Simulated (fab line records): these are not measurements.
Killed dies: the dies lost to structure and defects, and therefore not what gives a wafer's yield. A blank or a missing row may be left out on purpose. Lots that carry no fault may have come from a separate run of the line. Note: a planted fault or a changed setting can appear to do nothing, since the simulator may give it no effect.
fab line records    flow n5_finfet
record lots=9  wafers=27  last_day=16
route steps=1938 shown BEOL_M11@1573 BEOL_M12@1602 PASSIVATION@1936
lots untouched by any fault: they come from a run of this same line in which no faults occurred
start_h: the number of hours between the record's first day and the start of the first shown wafer of the lot    wait_h: hours elapsed since this lot's preceding step    " the same as in the row above    L1.1+2: a single row standing in for several wafers    - no value present, or no start provided    * or withheld: withheld    < > ~ a bound
route shown NAME@n: names a module that has steps shown in the file, with the first one's number in the route    usual: average and standard deviation across the fault-free wafers    same: alike in all rows    chamber/n: place in a boat    sites: readings site by site    _std_site: the values' standard deviation    _edge_site: mean of outer sites minus mean of inner sites    radius_mm: for every site, how far away it sits from the centre of the wafer    mask NAME#n: copy n    behind: the most recent tool/chamber to have shaped the wafer    hold: why the lot was held/for how many hours/how that ended    device: which transistor (n, p or np) failed to switch    end of line: at the end of the route, the tests of the same wafers    a step without rows: its recipe alone    killed: not the wafer's yield, but the dies lost to structure and defects at the first sort    map: a wafer's dies, x killed, . not, _ none there
set.NAME: setting as actually run; set.NAME@STEP: the setting as run at that earlier step    model.NAME: the simulator's own value behind a step, which no gauge read
route steps across a sampled set of lots; one table per step, one row per wafer
services: the hour from which a tool's chamber was out of use, counted from the record's first day as start_h (under 0 if before that day), plus the number of hours and why
## steps
# step N5_BEOL_M11_ETCH_66
# recipe chemistry=N2/H2  target=SOC  target_depth_a=1200  overetch_a=240  mask_material=SiARC  temp_c=40  time_s=180  ion_energy_ev=200  pressure_mtorr=30  source_w=840  bias_w=150  n2_flow_sccm=200  h2_flow_sccm=200
# usual drypump_motor_current_A=5.9/0.46  n2_flow_sccm=200.0/0.6  oes_product_au=0.63/0.072  rf_vpp_V=523/3.1  showerhead_plenum_p_Torr=2.52/0.11  throttle_valve_pct=17.90/0.26
lot.wafer  tool         chamber  start_h  wait_h  drypump_motor_current_A  n2_flow_sccm  oes_product_au  rf_hours_counter_h  rf_vpp_V  showerhead_plenum_p_Torr  throttle_valve_pct
L147.2     rie_diel-06  3        231.01   0.0     5.9                      200.4         0.61            142                 518       2.34                      17.64
L147.5     "            3        "        "       5.9                      199.4         0.61            -                   519       2.34                      17.64
L147.6     "            2        "        "       5.6                      200.5         0.77            -                   522       2.47                      17.84
L150.3     rie_diel-01  2        249.44   0.0     5.4                      198.9         0.58            207                 526       2.63                      18.03
L150.4     "            0        "        "       5.5                      199.5         0.56            245                 524       2.52                      18.16
L150.6     "            0        "        "       5.5                      200.1         0.56            -                   524       2.52                      18.17
L153.2     rie_diel-01  1        260.65   0.0     5.5                      200.7         0.73            21                  526       2.57                      17.67
L153.4     "            2        "        "       5.4                      199.1         0.58            210                 526       2.63                      18.03
L153.6     "            0        "        "       5.5                      199.7         0.56            -                   522       2.51                      18.16
L152.1     rie_diel-03  0        269.41   0.0     5.8                      198.5         0.60            182                 526       2.63                      18.23
L152.2     "            3        "        "       5.8                      200.5         0.62            139                 521       2.46                      17.66
L152.3     "            1        "        "       6.8                      199.8         0.56            224                 519       2.40                      18.10
L159.1     rie_diel-03  0        302.61   0.0     5.7                      200.9         0.59            192                 527       2.63                      18.23
L159.2     "            1        "        "       6.8                      199.9         0.55            234                 520       2.40                      18.12
L159.3     "            2        "        "       6.2                      199.9         0.55            238                 524       2.61                      17.98
L161.1     rie_diel-01  3        312.69   0.0     5.4                      199.1         0.59            179                 523       2.57                      18.53
L161.3     "            1        "        "       5.5                      199.7         0.70            39                  525       2.56                      17.70
L161.4     "            0        "        "       5.5                      200.2         0.79            1                   522       2.51                      17.74
L163.3     rie_diel-01  3        329.49   0.0     5.4                      200.2         0.59            184                 523       2.56                      18.53
L163.4     "            2        "        "       5.4                      200.7         0.57            234                 526       2.62                      18.09
L163.6     "            1        "        "       5.5                      200.1         0.70            -                   527       2.56                      17.71
L162.2     rie_diel-01  0        339.61   0.0     5.5                      200.1         0.76            10                  523       2.51                      17.77
L162.3     "            3        "        "       5.4                      200.0         0.59            187                 523       2.56                      18.55
L162.5     "            3        "        "       5.4                      200.0         0.59            -                   523       2.56                      18.54
L165.1     rie_diel-06  3        339.88   0.0     5.9                      200.2         0.59            174                 518       2.33                      17.70
L165.4     "            0        "        "       6.5                      199.6         0.57            234                 520       2.41                      17.64
L165.6     "            1        "        "       6.5                      199.9         0.66            -                   528       2.69                      17.88
# step N5_BEOL_M11_DEGAS_44
# recipe ambient=vacuum  temp_c=250  time_s=60
# usual heater_power_w=336/34
lot.wafer  tool            chamber  start_h  wait_h  heater_power_w
L147.2     pvd_sputter-02  -        232.06   0.3     339
L147.5     "               -        "        "       377
L147.6     "               -        "        "       347
L150.3     pvd_sputter-02  -        250.59   0.2     377
L150.4     "               -        "        "       371
L150.6     "               -        "        "       340
L153.2     pvd_sputter-02  -        261.62   0.3     346
L153.4     "               -        "        "       363
L153.6     "               -        "        "       379
L152.1     pvd_sputter-01  -        271.86   1.7     308
L152.2     "               -        "        "       310
L152.3     "               -        "        "       331
L159.1     pvd_sputter-01  -        303.63   0.4     327
L159.2     "               -        "        "       310
L159.3     "               -        "        "       312
L161.1     pvd_sputter-01  -        314.03   0.6     308
L161.3     "               -        "        "       328
L161.4     "               -        "        "       311
L163.3     pvd_sputter-03  -        330.54   0.2     350
L163.4     "               -        "        "       351
L163.6     "               -        "        "       312
L162.2     pvd_sputter-02  -        340.79   0.5     340
L162.3     "               -        "        "       329
L162.5     "               -        "        "       347
L165.1     pvd_sputter-02  -        340.87   0.3     345
L165.4     "               -        "        "       326
L165.6     "               -        "        "       365
# step N5_BEOL_M11_INSPECT_58
# recipe inspect_instrument=darkfield  mode=post_dep
# usual raw_defect_count=70/22
lot.wafer  tool               chamber  start_h  wait_h  raw_defect_count
L147.2     defect_inspect-01  -        234.31   0.0     50
L147.5     "                  -        "        "       41
L147.6     "                  -        "        "       50
L150.3     defect_inspect-02  -        254.94   0.0     64
L150.4     "                  -        "        "       82
L150.6     "                  -        "        "       83
L153.2     defect_inspect-01  -        263.90   0.0     104
L153.4     "                  -        "        "       139
L153.6     "                  -        "        "       104
L152.1     defect_inspect-02  -        274.43   0.0     92
L152.2     "                  -        "        "       91
L152.3     "                  -        "        "       47
L159.1     defect_inspect-02  -        305.36   0.0     59
L159.2     "                  -        "        "       69
L159.3     "                  -        "        "       99
L161.1     defect_inspect-02  -        315.87   0.0     59
L161.3     "                  -        "        "       112
L161.4     "                  -        "        "       56
L163.3     defect_inspect-01  -        332.45   0.0     98
L163.4     "                  -        "        "       49
L163.6     "                  -        "        "       64
L165.1     defect_inspect-02  -        343.12   0.0     27
L165.4     "                  -        "        "       29
L165.6     "                  -        "        "       70
L162.2     defect_inspect-02  -        343.39   0.0     53
L162.3     "                  -        "        "       75
L162.5     "                  -        "        "       52
# step N5_BEOL_M12_ILD_DEP_00
# recipe material=SiOC  target_thk_a=6589.2  temp_c=350  precursor=DEMS/O2  pressure_torr=5  rf_w=500  time_s=130.7
# usual heater_power_w=505/77  showerhead_plenum_p_Torr=5.700/0.013  showerhead_vpp_V=1405/66  throttle_valve_pct=11.9/0.71
lot.wafer  tool      chamber  start_h  wait_h  heater_power_w  showerhead_plenum_p_Torr  showerhead_vpp_V  since_wet_clean_h  throttle_valve_pct
L147.2     pecvd-04  2        234.34   0.0     477             5.705                     1377              547                12.0
L147.5     "         1        "        "       584             5.700                     1469              -                  12.3
L147.6     "         2        "        "       499             5.700                     1352              -                  12.2
L150.3     pecvd-03  0        254.97   0.0     479             5.722                     1486              778                12.0
L150.4     "         2        "        "       466             5.716                     1468              -                  11.0
L150.6     "         0        "        "       505             5.705                     1447              -                  12.1
L153.2     pecvd-03  1        263.94   0.0     481             5.673                     1308              1512               11.4
L153.4     "         1        "        "       389             5.689                     1292              -                  11.9
L153.6     "         0        "        "       457             5.717                     1474              -                  12.4
L152.1     pecvd-04  0        274.47   0.0     551             5.690                     1421              1341               13.2
L152.2     "         1        "        "       646             5.680                     1458              2066               12.4
L152.3     "         1        "        "       526             5.688                     1473              -                  12.5
L159.1     pecvd-04  1        305.40   0.0     637             5.685                     1462              2097               12.4
L159.2     "         2        "        "       509             5.701                     1357              27                 11.3
L159.3     "         0        "        "       544             5.724                     1438              1372               12.9
L161.1     pecvd-02  0        315.91   0.0     625             5.679                     1367              448                11.8
L161.3     "         0        "        "       488             5.686                     1366              -                  11.8
L161.4     "         1        "        "       274             5.728                     1343              -                  11.3
L163.3     pecvd-04  1        332.49   0.0     656             5.687                     1465              2124               12.7
L163.4     "         2        "        "       494             5.704                     1354              -                  11.4
L163.6     "         0        "        "       440             5.705                     1432              -                  13.2
L165.1     pecvd-04  2        343.16   0.0     485             5.694                     1368              65                 11.6
L165.4     "         1        "        "       628             5.681                     1476              -                  12.6
L165.6     "         0        "        "       435             5.713                     1475              -                  13.1
L162.2     pecvd-02  0        343.43   0.0     614             5.708                     1432              475                11.9
L162.3     "         1        "        "       326             5.707                     1320              1772               11.2
L162.5     "         2        "        "       601             5.705                     1324              -                  11.3
# step N5_BEOL_M12_THK_MEAS_01
# recipe reads=SiOC_of_BEOL_M12_ILD_DEP_00
# usual M12_ILD_THK=655/8.4
lot.wafer  tool           chamber  start_h  wait_h  M12_ILD_THK[nm]
L147.2     film_metro-01  -        234.48   0.1     650
L147.5     "              -        "        "       666
L147.6     "              -        "        "       665
L150.3     film_metro-02  -        255.11   0.1     635
L150.4     "              -        "        "       644
L150.6     "              -        "        "       658
L153.2     film_metro-01  -        264.07   0.1     652
L153.4     "              -        "        "       661
L153.6     "              -        "        "       650
L152.1     film_metro-01  -        274.65   0.1     647
L152.2     "              -        "        "       652
L152.3     "              -        "        "       658
L159.1     film_metro-01  -        305.53   0.1     659
L159.2     "              -        "        "       648
L159.3     "              -        "        "       658
L161.1     film_metro-01  -        316.09   0.1     650
L161.3     "              -        "        "       665
L161.4     "              -        "        "       662
L163.3     film_metro-01  -        332.62   0.1     657
L163.4     "              -        "        "       717
L163.6     "              -        "        "       666
L165.1     film_metro-02  -        343.29   0.1     657
L165.4     "              -        "        "       721
L165.6     "              -        "        "       666
L162.2     film_metro-02  -        343.56   0.1     655
L162.3     "              -        "        "       653
L162.5     "              -        "        "       664
# step N5_BEOL_M12_STRIP_63
# recipe chemistry=N2/H2  power_w=1000  temp_c=250  h2_frac=0.65  overash_fraction=0.3  pressure_mtorr=1000  n2_flow_sccm=1750  h2_flow_sccm=3250
# usual drypump_motor_current_A=5.55/0.16  heater_power_w=341/26  n2_flow_sccm=1750/5.1  oes_product_au=0.693/0.0048  strip_time_to_endpoint_s=43.0/1.1
lot.wafer  tool             chamber  start_h  wait_h  drypump_motor_current_A  heater_power_w  n2_flow_sccm  oes_product_au  rf_hours_counter_h  strip_time_to_endpoint_s
L147.2     plasma_asher-01  1        235.42   -       5.68                     304             1748          0.685           68                  43.9
L147.5     "                1        "        "       5.70                     315             1755          0.688           -                   42.1
L147.6     "                0        "        "       5.27                     380             1744          0.692           -                   42.8
L150.3     plasma_asher-02  1        255.93   -       5.57                     351             1755          0.686           -                   43.7
L150.4     "                0        "        "       5.63                     336             1750          0.693           -                   44.1
L150.6     "                0        "        "       5.65                     335             1745          0.697           -                   42.1
L153.2     plasma_asher-01  0        264.76   -       5.29                     391             1756          0.686           75                  43.6
L153.4     "                1        "        "       5.73                     307             1752          0.680           -                   42.9
L153.6     "                1        "        "       5.73                     308             1749          0.687           -                   43.6
L152.1     plasma_asher-02  1        275.33   -       5.57                     350             1752          0.693           125                 42.4
L152.2     "                0        "        "       5.66                     320             1765          0.692           125                 43.6
L152.3     "                0        "        "       5.66                     337             1766          0.692           -                   43.9
L159.1     plasma_asher-01  0        306.67   -       5.26                     363             1744          0.689           83                  41.5
L159.2     "                1        "        "       5.71                     309             1762          0.698           83                  44.7
L159.3     "                1        "        "       5.72                     307             1758          0.691           -                   41.9
L161.1     plasma_asher-02  0        316.91   -       5.64                     337             1746          0.701           133                 44.3
L161.3     "                0        "        "       5.62                     332             1754          0.697           -                   43.6
L161.4     "                1        "        "       5.52                     344             1751          0.701           -                   43.4
L163.3     plasma_asher-02  1        333.70   -       5.55                     355             1750          0.694           -                   42.6
L163.4     "                0        "        "       5.61                     328             1749          0.688           -                   37.8
L163.6     "                0        "        "       5.64                     330             1746          0.696           -                   42.7
L165.1     plasma_asher-02  0        344.05   -       5.67                     342             1750          0.691           139                 43.8
L165.4     "                1        "        "       5.55                     348             1751          0.685           -                   36.5
L165.6     "                0        "        "       5.63                     336             1750          0.696           -                   41.1
L162.2     plasma_asher-01  0        344.35   -       5.23                     375             1749          0.683           90                  42.3
L162.3     "                1        "        "       5.68                     291             1751          0.697           -                   44.6
L162.5     "                0        "        "       5.25                     382             1755          0.688           -                   43.7
# step N5_PASSIVATION_PROBE_49
# usual defect_limited_yield=91.2/1.6  killed_at_M0_to_M3=34/11  killed_at_M4_up=13/5.2  killed_at_contacts=13/6.3  killed_at_front_end=40/14  killed_at_other=3.2/2.4  killed_dies=104/19  killed_open=69/14  killed_short=32/7.5  sort_bin_4_leakage=0.00/0.04  sort_bin_5_function=5.3/1.1  sort_bin_6_memory=3.2/0.73  sort_bin_8_speed=0.01/0.038  sort_n_pass=1076/19
# same gross_dies=1180  killed_at_back_side=0
lot.wafer  tool       chamber  start_h  wait_h  defect_limited_yield[%]  killed_at_M0_to_M3  killed_at_M4_up  killed_at_contacts  killed_at_front_end  killed_at_other  killed_dies  killed_open  killed_short  sort_bin_4_leakage[%]  sort_bin_5_function[%]  sort_bin_6_memory[%]  sort_bin_8_speed[%]  sort_n_pass
L150.3     prober-01  -        297.01   0.1     93.6                     29                  9                11                  24                   2                75           46           27            0                      3.9                     2.1                   0.25                 1102
L150.4     prober-01  -        297.06   0.2     93.0                     25                  8                17                  31                   2                83           54           28            0                      3.8                     3.0                   0                    1097
L150.6     prober-01  -        297.16   0.3     92.7                     27                  9                19                  31                   0                86           58           23            0                      4.2                     2.7                   0                    1094
L152.1     prober-01  -        314.94   0.0     90.4                     41                  11               12                  37                   12               113          70           32            0                      5.8                     3.1                   0.08                 1066
L152.2     prober-01  -        314.99   0.1     93.4                     27                  13               13                  22                   3                78           50           25            0                      3.8                     2.5                   0                    1102
L152.3     prober-01  -        315.04   0.1     91.3                     40                  13               17                  28                   5                103          65           36            0                      5.3                     3.1                   0                    1077
L159.1     prober-02  -        349.72   0.0     93.0                     26                  15               14                  25                   3                83           58           23            0                      3.8                     3.1                   0                    1097
L159.2     prober-02  -        349.77   0.1     89.9                     40                  25               18                  31                   5                119          79           37            0                      5.8                     3.8                   0                    1061
L159.3     prober-02  -        349.82   0.1     90.8                     28                  12               26                  30                   13               109          82           26            0                      5.3                     3.6                   0                    1071
L161.1     prober-02  -        364.49   0.0     89.2                     60                  16               16                  32                   4                128          89           37            0                      6.1                     4.5                   0                    1052
L161.3     prober-02  -        364.59   0.1     89.3                     49                  13               14                  47                   3                126          83           38            0                      5.8                     4.3                   0                    1054
L161.4     prober-02  -        364.64   0.2     90.8                     44                  12               18                  31                   4                109          65           43            0                      5.6                     3.3                   0                    1071
L162.2     prober-01  -        385.02   0.1     89.9                     38                  16               15                  49                   1                119          80           38            0                      5.3                     4.7                   0                    1061
L162.3     prober-01  -        385.07   0.1     88.1                     68                  9                15                  45                   3                140          89           51            0                      6.4                     5.2                   0                    1040
L162.5     prober-01  -        385.17   0.2     89.0                     51                  20               9                   48                   2                130          79           47            0                      7.5                     3.3                   0                    1050
# killed by level:class
L150.3 STI_FIN_REVEAL:geometric_particle:open=13 BEOL_M0_SAQP:geometric_particle:short=8 MOL_CONTACT_COAG:geometric_particle:open=6 MOL_CONTACT_COAG:geometric_particle:short=5 BEOL_M0:geometric_particle:open=5 STI_FIN_REVEAL:geometric_particle:short=4 BEOL_M0_SAQP:geometric_particle:open=4 BEOL_M2:geometric_particle:open=3
L150.4 MOL_CONTACT_COAG:geometric_particle:open=14 BEOL_M0_SAQP:geometric_particle:open=6 ILD0:geometric_particle:open=5 FIN_SAQP:geometric_particle:open=4 BEOL_M0_SAQP:geometric_particle:short=4 BEOL_M3:geometric_particle:short=4 BEOL_M3:geometric_particle:open=4 STARTING-WAFER:geometric_particle:short=4
L150.6 MOL_CONTACT_COAG:geometric_particle:open=16 BEOL_M3:geometric_particle:open=13 STI_FIN_REVEAL:geometric_particle:open=9 BEOL_M0_SAQP:geometric_particle:short=6 FIN_SAQP:geometric_particle:short=4 GATE_CUT:geometric_particle:short=4 MOL_CONTACT_COAG:geometric_particle:short=3 BEOL_M0_SAQP:geometric_particle:open=3
L152.1 STI_FIN_REVEAL:geometric_particle:open=10 MOL_CONTACT_COAG:geometric_particle:open=10 BEOL_M0_SAQP:geometric_particle:open=9 BEOL_M3:geometric_particle:open=9 BEOL_M2:geometric_particle:open=8 FIN_SAQP:geometric_particle:open=6 BEOL_M0_SAQP:geometric_particle:short=5 HKMG_FIN:area_etch=5
L152.2 MOL_CONTACT_COAG:geometric_particle:open=10 BEOL_M2:geometric_particle:open=9 FIN_SAQP:geometric_particle:open=7 BEOL_M4:geometric_particle:short=6 BEOL_M0_SAQP:geometric_particle:open=4 DUMMY_GATE:geometric_particle:open=3 GATE_CUT:geometric_particle:open=3 MOL_CONTACT_COAG:geometric_particle:short=3
L152.3 MOL_CONTACT_COAG:geometric_particle:open=14 BEOL_M0_SAQP:geometric_particle:short=13 STI_FIN_REVEAL:geometric_particle:open=8 BEOL_M2:geometric_particle:open=7 BEOL_M0_SAQP:geometric_particle:open=6 BEOL_M3:geometric_particle:open=5 BEOL_M5:geometric_particle:open=5 GATE_CUT:geometric_particle:short=4
L159.1 MOL_CONTACT_COAG:geometric_particle:open=11 BEOL_M4:geometric_particle:open=9 BEOL_M2:geometric_particle:open=8 BEOL_M3:geometric_particle:open=7 FIN_SAQP:geometric_particle:open=5 STARTING-WAFER:geometric_particle:short=4 STARTING-WAFER:geometric_particle:open=4 FIN_SAQP:geometric_particle:short=3
L159.2 BEOL_M4:geometric_particle:open=14 MOL_CONTACT_COAG:geometric_particle:open=13 BEOL_M2:geometric_particle:open=11 BEOL_M0:geometric_particle:open=6 GATE_CUT:geometric_particle:open=5 MOL_CONTACT_COAG:geometric_particle:short=5 BEOL_M0_SAQP:geometric_particle:open=5 BEOL_M1:geometric_particle:open=5
L159.3 MOL_CONTACT_COAG:geometric_particle:open=23 FIN_SAQP:geometric_particle:open=9 BEOL_M4:geometric_particle:open=8 BEOL_M1:geometric_particle:open=6 BEOL_M0_SAQP:geometric_particle:open=6 BEOL_M3:geometric_particle:open=6 PASS1_CAP:geometric_particle:short=6 FIN_SAQP:geometric_particle:short=4
L161.1 MOL_CONTACT_COAG:geometric_particle:open=14 BEOL_M0_SAQP:geometric_particle:open=12 BEOL_M1:geometric_particle:open=10 BEOL_M2:geometric_particle:open=10 BEOL_M0_SAQP:geometric_particle:short=9 BEOL_M3:geometric_particle:open=9 FIN_SAQP:geometric_particle:open=7 BEOL_M4:geometric_particle:open=7
L161.3 BEOL_M2:geometric_particle:open=14 STI_FIN_REVEAL:geometric_particle:open=12 MOL_CONTACT_COAG:geometric_particle:open=9 BEOL_M0_SAQP:geometric_particle:open=9 FIN_SAQP:geometric_particle:open=8 BEOL_M1:geometric_particle:open=7 FIN_SAQP:geometric_particle:short=6 BEOL_M5:geometric_particle:open=6
L161.4 FIN_SAQP:geometric_particle:short=15 MOL_CONTACT_COAG:geometric_particle:open=14 BEOL_M0_SAQP:geometric_particle:short=13 BEOL_M1:geometric_particle:open=6 BEOL_M2:geometric_particle:open=6 FIN_SAQP:geometric_particle:open=5 BEOL_M3:geometric_particle:open=5 BEOL_M0_SAQP:geometric_particle:open=5
L162.2 BEOL_M0_SAQP:geometric_particle:open=15 FIN_SAQP:geometric_particle:open=14 MOL_CONTACT_COAG:geometric_particle:open=10 GATE_CUT:geometric_particle:short=9 BEOL_M0_SAQP:geometric_particle:short=9 BEOL_M4:geometric_particle:open=9 DUMMY_GATE:geometric_particle:open=8 FIN_SAQP:geometric_particle:short=5
L162.3 BEOL_M0_SAQP:geometric_particle:short=16 BEOL_M2:geometric_particle:open=14 FIN_SAQP:geometric_particle:open=13 BEOL_M0_SAQP:geometric_particle:open=12 BEOL_M1:geometric_particle:open=11 BEOL_M3:geometric_particle:open=11 FIN_SAQP:geometric_particle:short=9 MOL_CONTACT_COAG:geometric_particle:short=8
L162.5 FIN_SAQP:geometric_particle:open=14 BEOL_M3:geometric_particle:open=12 BEOL_M0_SAQP:geometric_particle:open=11 FIN_SAQP:geometric_particle:short=10 BEOL_M4:geometric_particle:open=9 BEOL_M0_SAQP:geometric_particle:short=8 MOL_CONTACT_COAG:geometric_particle:short=6 DUMMY_GATE:geometric_particle:open=5
## services
tool             chamber  start_h  hours  kind
rie_diel-01      3        207.40   19.4   repair
plasma_asher-01  -        213.40   2.8    pm
pecvd-03         0        235.93   5.5    scheduled_down
pecvd-02         -        240.84   1.9    repair
pecvd-04         2        249.13   -      clean
pecvd-04         2        249.13   29.5   scheduled_down
pecvd-04         2        249.13   29.5   vent_cycle
plasma_asher-02  -        253.43   0.5    repair
rie_diel-01      0        267.70   -      clean
rie_diel-01      0        267.70   -      consumable_replace:focus_ring
rie_diel-01      0        267.70   39.1   scheduled_down
rie_diel-01      0        267.70   39.1   vent_cycle
pecvd-04         0        278.63   2.1    scheduled_down
pecvd-03         0        283.70   23.4   repair
pecvd-04         1        284.57   2.1    scheduled_down
pecvd-04         -        285.18   6.0    pm
pecvd-02         2        289.50   2.1    scheduled_down
rie_diel-01      1        293.98   4.3    repair
pecvd-02         1        294.98   5.5    scheduled_down
rie_diel-03      -        297.78   2.8    pm
pecvd-04         2        298.18   -      calibration
plasma_asher-02  -        327.49   2.1    repair
rie_diel-01      -        333.66   2.8    pm
pecvd-03         -        338.65   6.0    pm
## key
first_sign step=N5_BEOL_M12_THK_MEAS_01  reading=M12_ILD_THK  direction=up  sigmas=7.6  usual=655  struck=719
effect step=N5_BEOL_M12_STRIP_63  reading=strip_time_to_endpoint_s  direction=down  sigmas=5.3  usual=*  struck=*
met_at N5_BEOL_M12_ILD_DEP_00
struck_lots L163,L165
struck_wafers L163.4,L165.4
not_acting_at N5_BEOL_M11_ETCH_66,N5_BEOL_M11_DEGAS_44,N5_BEOL_M11_INSPECT_58
onset_between 305.40 332.49
fault kind=process_parameter_drift  tool=pecvd-04  chamber=-  onset_h=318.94  steps=N5_BEOL_M12_ILD_DEP_00  channel=target_thk_a  offset=*  shape=step  end_h=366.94  scope=struck_wafers_only  acts_in=*  stated=*
